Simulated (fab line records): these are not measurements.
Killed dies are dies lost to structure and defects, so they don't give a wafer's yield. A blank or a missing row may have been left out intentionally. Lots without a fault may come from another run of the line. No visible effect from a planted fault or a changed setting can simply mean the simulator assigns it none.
Which tool was responsible? :: flow n5Finfet :: 9 lots with 27 wafers sampled at 5 steps, on a route of 1938 steps

WHAT THE GAUGES SHOWED, per wafer
N5_SDB_THK_MEAS_31.
lot: L906
measured: day 3 23:07
on: filmMetro-02
SDB_THK (nm): 63.7 64.1 65.1

lot: L907
measured: day 4 05:19
on: filmMetro-01
SDB_THK (nm): 63.9 64.0 66.0

lot: L915
measured: day 6 04:53
on: filmMetro-01
SDB_THK (nm): 65.4 63.6 64.9

lot: L916
measured: day 6 13:16
on: filmMetro-02
SDB_THK (nm): 64.5 64.2 63.7

lot: L918
measured: day 6 22:26
on: filmMetro-02
SDB_THK (nm): 63.7 64.2 63.8

lot: L917
measured: day 7 01:51
on: filmMetro-02
SDB_THK (nm): 62.2 63.8 63.6

lot: L925
measured: day 8 16:34
on: filmMetro-01
SDB_THK (nm): 64.6 63.0 62.8

lot: L926
measured: day 8 23:13
on: filmMetro-01
SDB_THK (nm): 65.4 65.3 65.6

lot: L929
measured: day 9 16:32
on: filmMetro-01
SDB_THK (nm): 65.2 63.8 64.9

N5_HKMG_FIN_CD_MEAS_49: target cd 202 nm.
lot: L906
measured: day 4 00:37
on: cdSem-02
cdNm (nm): 203.1 202.3 202.7

lot: L907
measured: day 4 06:53
on: cdSem-02
cdNm (nm): 202.4 202.6 202.6

lot: L915
measured: day 6 06:26
on: cdSem-02
cdNm (nm): 202.0 202.0 201.8

lot: L916
measured: day 6 14:41
on: cdSem-01
cdNm (nm): 201.6 201.8 201.3

lot: L918
measured: day 7 00:02
on: cdSem-02
cdNm (nm): 202.6 203.0 202.6

lot: L917
measured: day 7 03:26
on: cdSem-03
cdNm (nm): 201.8 202.0 201.7

lot: L925
measured: day 8 17:59
on: cdSem-01
cdNm (nm): 201.9 202.6 202.0

lot: L926
measured: day 9 00:40
on: cdSem-02
cdNm (nm): 202.9 203.6 202.0

lot: L929
measured: day 9 18:04
on: cdSem-03
cdNm (nm): 201.2 201.7 201.4

N5_BEOL_M4_RC_MEAS_101.
lot: L906
measured: day 7 20:01
on: prober-01
DIBL_N (mV/V): 35.6 35.7 35.3
DIBL_P (mV/V): 34.7 34.9 34.9
EOT_N: 10.56 10.42 10.43
EOT_P: 10.38 10.38 10.39
IGATE_N (nA/um): 0.0141 0.0161 0.0142
IGATE_P (nA/um): 0.0042 0.0048 0.0042
IOFF_N (nA/um): 0.148 0.151 0.147
IOFF_N_85C (nA/um): 2.9 2.9 2.9
IOFF_N_LIN (nA/um): 0.072 0.071 0.070
IOFF_N_LONG (nA/um): 5.5e-05 5.46e-05 5.47e-05
IOFF_P (nA/um): 0.194 0.200 0.196
IOFF_P_85C (nA/um): 3.3 3.4 3.4
IOFF_P_LIN (nA/um): 0.093 0.095 0.093
IOFF_P_LONG (nA/um): 0.000102 0.000102 0.000105
ION_N (uA/um): 674 688 678
ION_P (uA/um): 468 470 463
SS_N (mV/dec): 71.6 72.3 72.2
SS_P (mV/dec): 73.1 73.5 72.6
VT_N (mV): 249.6 249.3 247.7
VT_N_LONG (mV): 275.8 275.3 274.2
VT_N_LVT (mV): 98.4 100.3 99.9
VT_P (mV): -251.0 -249.6 -250.2
VT_P_LONG (mV): -278.6 -277.6 -276.2
VT_P_LVT (mV): -100.8 -99.3 -99.8

lot: L907
measured: day 8 02:04
on: prober-02
DIBL_N (mV/V): 34.0 33.7 33.8
DIBL_P (mV/V): 33.8 33.7 33.5
EOT_N: 10.47 10.39 10.54
EOT_P: 10.58 10.50 10.61
IGATE_N (nA/um): 0.0130 0.0136 0.0115
IGATE_P (nA/um): 0.0038 0.0040 0.0034
IOFF_N (nA/um): 0.133 0.128 0.129
IOFF_N_85C (nA/um): 2.8 2.6 2.7
IOFF_N_LIN (nA/um): 0.064 0.063 0.063
IOFF_N_LONG (nA/um): 5.29e-05 5.44e-05 5.41e-05
IOFF_P (nA/um): 0.171 0.170 0.167
IOFF_P_85C (nA/um): 3.1 3.1 3.1
IOFF_P_LIN (nA/um): 0.085 0.086 0.085
IOFF_P_LONG (nA/um): 9.6e-05 9.7e-05 9.6e-05
ION_N (uA/um): 662 672 662
ION_P (uA/um): 449 464 456
SS_N (mV/dec): 71.7 71.9 71.2
SS_P (mV/dec): 72.9 73.1 72.6
VT_N (mV): 250.9 254.0 252.7
VT_N_LONG (mV): 275.1 277.3 276.5
VT_N_LVT (mV): 101.9 102.4 102.8
VT_P (mV): -255.2 -254.0 -255.0
VT_P_LONG (mV): -276.0 -276.7 -277.7
VT_P_LVT (mV): -102.4 -101.2 -102.7

lot: L915
measured: day 10 15:41
on: prober-02
DIBL_N (mV/V): 34.1 33.9 35.7
DIBL_P (mV/V): 32.8 33.7 35.4
EOT_N: 10.02 9.94 10.05
EOT_P: 9.94 9.95 9.99
IGATE_N (nA/um): 0.0626 0.0683 0.0585
IGATE_P (nA/um): 0.0195 0.0210 0.0181
IOFF_N (nA/um): 0.039 0.043 0.050
IOFF_N_85C (nA/um): 0.9 1.0 1.2
IOFF_N_LIN (nA/um): 0.018 0.020 0.023
IOFF_N_LONG (nA/um): 3.11e-05 3.07e-05 3.07e-05
IOFF_P (nA/um): 0.005 0.006 0.007
IOFF_P_85C (nA/um): 0.2 0.2 0.2
IOFF_P_LIN (nA/um): 0.003 0.003 0.003
IOFF_P_LONG (nA/um): 4.7e-05 4.6e-05 4.4e-05
ION_N (uA/um): 576 585 591
ION_P (uA/um): 293 298 300
SS_N (mV/dec): 73.0 73.3 73.2
SS_P (mV/dec): 76.2 76.7 77.4
VT_N (mV): 293.0 291.8 287.2
VT_N_LONG (mV): 316.1 312.5 311.4
VT_N_LVT (mV): 143.2 140.9 138.3
VT_P (mV): -355.7 -356.9 -357.1
VT_P_LONG (mV): -378.7 -378.9 -378.9
VT_P_LVT (mV): -208.9 -207.3 -205.8

lot: L916
measured: day 10 18:28
on: prober-01
DIBL_N (mV/V): 35.2 36.6 33.8
DIBL_P (mV/V): 34.3 35.9 32.5
EOT_N: 10.07 10.02 10.03
EOT_P: 10.09 9.86 9.98
IGATE_N (nA/um): 0.0536 0.0627 0.0554
IGATE_P (nA/um): 0.0168 0.0199 0.0174
IOFF_N (nA/um): 0.036 0.046 0.033
IOFF_N_85C (nA/um): 0.9 1.1 0.9
IOFF_N_LIN (nA/um): 0.018 0.021 0.016
IOFF_N_LONG (nA/um): 2.93e-05 2.97e-05 2.93e-05
IOFF_P (nA/um): 0.006 0.006 0.005
IOFF_P_85C (nA/um): 0.2 0.2 0.2
IOFF_P_LIN (nA/um): 0.003 0.003 0.003
IOFF_P_LONG (nA/um): 4.7e-05 4.1e-05 4.6e-05
ION_N (uA/um): 576 585 578
ION_P (uA/um): 295 298 295
SS_N (mV/dec): 72.7 72.9 72.5
SS_P (mV/dec): 76.0 77.3 76.2
VT_N (mV): 292.2 288.9 293.1
VT_N_LONG (mV): 316.0 315.9 315.0
VT_N_LVT (mV): 142.8 140.7 144.1
VT_P (mV): -360.2 -359.8 -359.2
VT_P_LONG (mV): -381.1 -381.9 -381.6
VT_P_LVT (mV): -209.6 -207.0 -210.8

lot: L918
measured: day 11 19:35
on: prober-01
DIBL_N (mV/V): 34.9 36.0 35.6
DIBL_P (mV/V): 33.4 34.4 34.1
EOT_N: 10.08 10.16 10.02
EOT_P: 9.99 10.08 10.01
IGATE_N (nA/um): 0.0610 0.0547 0.0576
IGATE_P (nA/um): 0.0193 0.0172 0.0180
IOFF_N (nA/um): 0.041 0.046 0.045
IOFF_N_85C (nA/um): 1.0 1.1 1.1
IOFF_N_LIN (nA/um): 0.020 0.021 0.021
IOFF_N_LONG (nA/um): 3.14e-05 3.17e-05 3.19e-05
IOFF_P (nA/um): 0.006 0.007 0.006
IOFF_P_85C (nA/um): 0.2 0.2 0.2
IOFF_P_LIN (nA/um): 0.003 0.003 0.003
IOFF_P_LONG (nA/um): 5e-05 4.4e-05 4.6e-05
ION_N (uA/um): 585 585 591
ION_P (uA/um): 302 300 302
SS_N (mV/dec): 72.1 72.8 72.6
SS_P (mV/dec): 75.7 76.5 76.6
VT_N (mV): 288.7 289.6 288.8
VT_N_LONG (mV): 313.5 312.4 312.7
VT_N_LVT (mV): 137.8 138.0 138.0
VT_P (mV): -353.3 -357.6 -359.6
VT_P_LONG (mV): -376.3 -380.0 -380.6
VT_P_LVT (mV): -205.1 -205.9 -205.8

lot: L917
measured: day 11 19:52
on: prober-02
DIBL_N (mV/V): 36.7 34.8 35.8
DIBL_P (mV/V): 37.2 33.9 36.8
EOT_N: 10.51 10.42 10.60
EOT_P: 10.40 10.39 10.64
IGATE_N (nA/um): 0.0134 0.0139 0.0100
IGATE_P (nA/um): 0.0040 0.0041 0.0029
IOFF_N (nA/um): 0.167 0.126 0.159
IOFF_N_85C (nA/um): 3.3 2.6 3.1
IOFF_N_LIN (nA/um): 0.078 0.063 0.077
IOFF_N_LONG (nA/um): 5.46e-05 5.47e-05 5.44e-05
IOFF_P (nA/um): 0.223 0.174 0.221
IOFF_P_85C (nA/um): 3.8 3.1 3.7
IOFF_P_LIN (nA/um): 0.105 0.088 0.105
IOFF_P_LONG (nA/um): 0.000105 0.000106 0.000107
ION_N (uA/um): 682 671 686
ION_P (uA/um): 467 460 473
SS_N (mV/dec): 71.5 70.7 71.5
SS_P (mV/dec): 73.8 72.4 73.1
VT_N (mV): 245.8 251.2 247.0
VT_N_LONG (mV): 277.3 278.9 277.4
VT_N_LVT (mV): 98.1 101.4 97.1
VT_P (mV): -248.0 -251.6 -249.2
VT_P_LONG (mV): -277.8 -275.4 -274.3
VT_P_LVT (mV): -99.0 -101.5 -98.7

lot: L925
measured: day 13 01:31
on: prober-01
DIBL_N (mV/V): 35.4 34.2 36.5
DIBL_P (mV/V): 35.5 33.2 36.5
EOT_N: 10.54 10.69 10.60
EOT_P: 10.48 10.56 10.60
IGATE_N (nA/um): 0.0121 0.0110 0.0109
IGATE_P (nA/um): 0.0036 0.0032 0.0032
IOFF_N (nA/um): 0.150 0.120 0.167
IOFF_N_85C (nA/um): 3.0 2.5 3.3
IOFF_N_LIN (nA/um): 0.071 0.060 0.078
IOFF_N_LONG (nA/um): 5.48e-05 5.48e-05 5.5e-05
IOFF_P (nA/um): 0.197 0.163 0.208
IOFF_P_85C (nA/um): 3.5 3.0 3.7
IOFF_P_LIN (nA/um): 0.099 0.087 0.103
IOFF_P_LONG (nA/um): 0.000102 0.000101 0.000101
ION_N (uA/um): 676 666 680
ION_P (uA/um): 465 456 468
SS_N (mV/dec): 71.8 71.3 72.3
SS_P (mV/dec): 72.6 72.9 73.0
VT_N (mV): 249.4 252.3 248.5
VT_N_LONG (mV): 272.8 276.3 275.9
VT_N_LVT (mV): 98.2 101.9 96.4
VT_P (mV): -252.2 -252.5 -249.7
VT_P_LONG (mV): -274.0 -274.7 -275.3
VT_P_LVT (mV): -99.5 -101.1 -98.0

lot: L926
measured: day 13 05:14
on: prober-02
DIBL_N (mV/V): 38.8 38.5 36.1
DIBL_P (mV/V): 38.7 38.0 35.9
EOT_N: 10.62 10.58 10.53
EOT_P: 10.59 10.47 10.48
IGATE_N (nA/um): 0.0116 0.0126 0.0129
IGATE_P (nA/um): 0.0035 0.0039 0.0039
IOFF_N (nA/um): 0.206 0.195 0.144
IOFF_N_85C (nA/um): 3.8 3.6 2.8
IOFF_N_LIN (nA/um): 0.093 0.089 0.069
IOFF_N_LONG (nA/um): 5.48e-05 5.37e-05 5.32e-05
IOFF_P (nA/um): 0.234 0.228 0.182
IOFF_P_85C (nA/um): 4.0 3.9 3.2
IOFF_P_LIN (nA/um): 0.105 0.103 0.087
IOFF_P_LONG (nA/um): 9.5e-05 9.4e-05 9.4e-05
ION_N (uA/um): 693 696 675
ION_P (uA/um): 465 471 458
SS_N (mV/dec): 72.0 71.5 71.0
SS_P (mV/dec): 74.5 74.8 73.2
VT_N (mV): 246.4 247.9 250.5
VT_N_LONG (mV): 273.3 277.7 274.7
VT_N_LVT (mV): 94.1 95.8 99.3
VT_P (mV): -251.8 -251.2 -255.0
VT_P_LONG (mV): -277.2 -277.6 -279.6
VT_P_LVT (mV): -100.2 -100.0 -102.7

lot: L929
measured: day 14 10:37
on: prober-01
DIBL_N (mV/V): 35.0 35.0 35.9
DIBL_P (mV/V): 35.5 36.1 36.4
EOT_N: 10.55 10.58 10.66
EOT_P: 10.53 10.51 10.51
IGATE_N (nA/um): 0.0120 0.0128 0.0130
IGATE_P (nA/um): 0.0035 0.0036 0.0037
IOFF_N (nA/um): 0.129 0.136 0.141
IOFF_N_85C (nA/um): 2.7 2.8 2.8
IOFF_N_LIN (nA/um): 0.065 0.067 0.070
IOFF_N_LONG (nA/um): 5.13e-05 5.09e-05 5.17e-05
IOFF_P (nA/um): 0.156 0.168 0.169
IOFF_P_85C (nA/um): 2.8 3.0 3.0
IOFF_P_LIN (nA/um): 0.079 0.083 0.083
IOFF_P_LONG (nA/um): 9.3e-05 9.3e-05 9.3e-05
ION_N (uA/um): 667 678 677
ION_P (uA/um): 456 460 462
SS_N (mV/dec): 71.1 71.8 72.3
SS_P (mV/dec): 73.3 72.9 73.3
VT_N (mV): 251.5 249.9 250.5
VT_N_LONG (mV): 278.8 277.9 276.9
VT_N_LVT (mV): 97.4 95.9 96.6
VT_P (mV): -255.6 -253.4 -256.6
VT_P_LONG (mV): -278.4 -280.5 -277.0
VT_P_LVT (mV): -100.9 -100.5 -101.0

TOOL THAT RAN EACH LOT (tool first, then ch and the chambers of the sampled wafers, then the start)
lot: L906
N5_HKMG_FIN_STRIP_60: plasmaAsher-02 ch 1, day 4 01:35
N5_HKMG_FIN_ALD_79: aldMetal-01 ch 1,3, day 4 02:04

lot: L907
N5_HKMG_FIN_STRIP_60: plasmaAsher-01 ch 0,1, day 4 07:58
N5_HKMG_FIN_ALD_79: aldMetal-02 ch 0,2,3, day 4 08:20

lot: L915
N5_HKMG_FIN_STRIP_60: plasmaAsher-02 ch 1, day 6 07:28
N5_HKMG_FIN_ALD_79: aldMetal-04 ch 0,1,2, day 6 07:57

lot: L916
N5_HKMG_FIN_STRIP_60: plasmaAsher-02 ch 0,1, day 6 15:41
N5_HKMG_FIN_ALD_79: aldMetal-01 ch 0,1,2, day 6 16:10

lot: L918
N5_HKMG_FIN_STRIP_60: plasmaAsher-02 ch 0,1, day 7 01:09
N5_HKMG_FIN_ALD_79: aldMetal-01 ch 0,1,2, day 7 01:39

lot: L917
N5_HKMG_FIN_STRIP_60: plasmaAsher-02 ch 0,1, day 7 04:35
N5_HKMG_FIN_ALD_79: aldMetal-01 ch 0,1, day 7 04:58

lot: L925
N5_HKMG_FIN_STRIP_60: plasmaAsher-02 ch 0,1, day 8 19:14
N5_HKMG_FIN_ALD_79: aldMetal-04 ch 0,3, day 8 19:47

lot: L926
N5_HKMG_FIN_STRIP_60: plasmaAsher-02 ch 0,1, day 9 01:40
N5_HKMG_FIN_ALD_79: aldMetal-01 ch 0,1,3, day 9 02:09

lot: L929
N5_HKMG_FIN_STRIP_60: plasmaAsher-02 ch 0,1, day 9 19:02
N5_HKMG_FIN_ALD_79: aldMetal-04 ch 0,2,3, day 9 19:31
- N5_HKMG_FIN_STRIP_60: strips in N2/H2, time 360 s.
- N5_HKMG_FIN_ALD_79: deposits TiN, target thk 1.5 nm, pulse time 1 s, purge time 3 s.

AS READ BY THE TOOLS THEMSELVES (means over the sampled wafers that have a number; for cases with no such wafer, the mark the record gives instead)
N5_HKMG_FIN_STRIP_60.
lot: L906
tool: plasmaAsher-02
drypumpMotorCurrentA (A): 5.4
heaterPowerW (W): 458

lot: L907
tool: plasmaAsher-01
drypumpMotorCurrentA (A): 6.0
heaterPowerW (W): 501

lot: L915
tool: plasmaAsher-02
drypumpMotorCurrentA (A): 5.4
heaterPowerW (W): 449

lot: L916
tool: plasmaAsher-02
drypumpMotorCurrentA (A): 5.7
heaterPowerW (W): 439

lot: L918
tool: plasmaAsher-02
drypumpMotorCurrentA (A): 5.7
heaterPowerW (W): 439

lot: L917
tool: plasmaAsher-02
drypumpMotorCurrentA (A): 5.9
heaterPowerW (W): 433

lot: L925
tool: plasmaAsher-02
drypumpMotorCurrentA (A): 5.7
heaterPowerW (W): 437

lot: L926
tool: plasmaAsher-02
drypumpMotorCurrentA (A): 5.7
heaterPowerW (W): 444

lot: L929
tool: plasmaAsher-02
drypumpMotorCurrentA (A): 5.7
heaterPowerW (W): 443

N5_HKMG_FIN_ALD_79.
lot: L906
tool: aldMetal-01
chamberPressureTorr (Torr): 3.005
heaterPowerW (W): 868
precursorPulseHeightRel: 1.007
susceptorTempC (C): 400.07

lot: L907
tool: aldMetal-02
chamberPressureTorr (Torr): 3.000
heaterPowerW (W): 1098
precursorPulseHeightRel: 1.010
susceptorTempC (C): 400.07

lot: L915
tool: aldMetal-04
chamberPressureTorr (Torr): -
heaterPowerW (W): -
precursorPulseHeightRel: -
susceptorTempC (C): -

lot: L916
tool: aldMetal-01
chamberPressureTorr (Torr): -
heaterPowerW (W): -
precursorPulseHeightRel: -
susceptorTempC (C): -

lot: L918
tool: aldMetal-01
chamberPressureTorr (Torr): -
heaterPowerW (W): -
precursorPulseHeightRel: -
susceptorTempC (C): -

lot: L917
tool: aldMetal-01
chamberPressureTorr (Torr): 2.995
heaterPowerW (W): 865
precursorPulseHeightRel: 1.005
susceptorTempC (C): 400.13

lot: L925
tool: aldMetal-04
chamberPressureTorr (Torr): 3.003
heaterPowerW (W): 872
precursorPulseHeightRel: 0.987
susceptorTempC (C): 399.98

lot: L926
tool: aldMetal-01
chamberPressureTorr (Torr): 3.002
heaterPowerW (W): 879
precursorPulseHeightRel: 1.014
susceptorTempC (C): 400.09

lot: L929
tool: aldMetal-04
chamberPressureTorr (Torr): 2.997
heaterPowerW (W): 835
precursorPulseHeightRel: 1.000
susceptorTempC (C): 399.99

THE ANSWER, worked out from the rows above alone
Rule: the usual values come from the lots themselves. The widest of any qualifying gaps counts: lots, ordered by their means at a reading, are off when they make up no more than a third of the lots, leave a main group of 4 or more, and stand apart from it by 3 or more times the standard deviation of that group's means. The tables above print the reading to a certain number of digits; a main group whose means all agree to those digits is not used. A lot without any number at a reading at which 4 lots or more have one is off too. Any other lot the step has rows for is counted as sound. Order of review: gauges by route order, followed by the tools' own readings, for which a lot's mean as printed above is used. At the first step where some lot is off, the reading lying furthest off is the one used; lots without a number count as furthest.
Off: at N5_BEOL_M4_RC_MEAS_101 (VT_P_LVT), L915, L916, L918. The main group: mean -100.5 mV, standard deviation 0.88.
A tool fits if, at a process step before that reading, it ran every lot that is off, and no sound lot after the first of them. Not tried: the gauges at N5_BEOL_M4_RC_MEAS_101; whatever is off there is also off at N5_HKMG_FIN_ALD_79, on other tools, and gauge error can't account for it. Of those tried, none fits.

WHAT THE SIMULATOR HAD INSERTED
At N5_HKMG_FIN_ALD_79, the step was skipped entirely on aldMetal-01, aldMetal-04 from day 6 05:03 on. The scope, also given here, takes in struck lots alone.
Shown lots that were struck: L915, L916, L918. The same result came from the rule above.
